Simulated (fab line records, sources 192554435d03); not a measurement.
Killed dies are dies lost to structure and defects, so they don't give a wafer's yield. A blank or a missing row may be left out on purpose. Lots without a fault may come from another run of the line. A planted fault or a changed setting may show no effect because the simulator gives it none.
Which tool did it? | flow n5_finfet | 24 lots, 72 wafers sampled, at 1 step of a route of 1938

WHAT THE GAUGES READ, wafer by wafer
N5_BEOL_M3_OCD_MEAS_38.
lot  | measured     | on     | trench_depth_nm (nm)
L074 | day 7 16:38  | ocd-02 | 54.8 57.1 54.6
L075 | day 7 23:07  | ocd-02 | 54.5 54.9 55.1
L076 | day 8 10:12  | ocd-01 | 53.7 57.3 55.0
L077 | day 8 16:11  | ocd-01 | 56.7 53.8 56.0
L078 | day 8 19:56  | ocd-02 | 56.2 57.3 53.5
L079 | day 8 19:56  | ocd-01 | 55.6 57.9 55.4
L080 | day 10 00:08 | ocd-01 | 56.3 53.9 57.0
L081 | day 10 03:33 | ocd-02 | 55.9 56.2 56.1
L082 | day 10 18:20 | ocd-02 | 55.0 54.8 57.4
L083 | day 11 16:31 | ocd-02 | 56.3 55.2 57.4
L084 | day 12 06:13 | ocd-01 | 56.3 56.3 57.3
L085 | day 12 08:56 | ocd-01 | 57.2 56.1 57.2
L086 | day 12 12:00 | ocd-02 | 53.2 54.8 54.2
L088 | day 12 14:59 | ocd-02 | 56.3 55.8 55.6
L089 | day 12 14:59 | ocd-01 | 53.7 53.5 53.6
L087 | day 12 18:37 | ocd-01 | 57.0 56.2 56.1
L090 | day 13 00:18 | ocd-01 | 56.2 54.8 55.7
L092 | day 13 00:19 | ocd-02 | 56.0 56.3 55.9
L091 | day 13 03:24 | ocd-01 | 53.5 54.5 54.3
L093 | day 13 06:04 | ocd-01 | 55.9 56.1 55.7
L095 | day 13 07:22 | ocd-01 | 54.0 52.7 54.1
L094 | day 13 07:24 | ocd-02 | 54.7 56.1 57.5
L096 | day 13 11:52 | ocd-02 | 54.3 56.4 54.0
L097 | day 14 14:52 | ocd-02 | 54.7 56.2 55.4

WHICH TOOL RAN EACH LOT (tool, then ch and the chambers of the sampled wafers, then the start)
The record holds no process step before these readings.

WHAT THE TOOLS THEMSELVES READ (means of the sampled wafers that have a number; where no wafer has one, the mark that the record gives instead)
The record holds no such reading with a usual standard deviation.

THE ANSWER, worked out from the rows above alone
Rule: what is usual is taken from the lots themselves. Put in order of their means at a reading, lots are off if they are a third of the lots or fewer, leave a main group of 4 or more, and stand apart from it by a gap of 3 or more times the standard deviation of the main group's means; of several such gaps the widest counts. A main group whose means are all the same, to the digits that the tables above print for the reading, isn't used. A lot without any number at a reading at which 4 lots or more have one is off too. The other lots that the step has rows for count as sound. The gauges are gone through in route order, then the tools' own readings, and for those a lot's mean is taken as printed above. The first step at which some lot is off is used, and at that step the reading that is off furthest; a lot without a number counts as furthest.
No lot is off at any reading shown: from this, nothing can be told.

WHAT THE SIMULATOR HAD PUT IN
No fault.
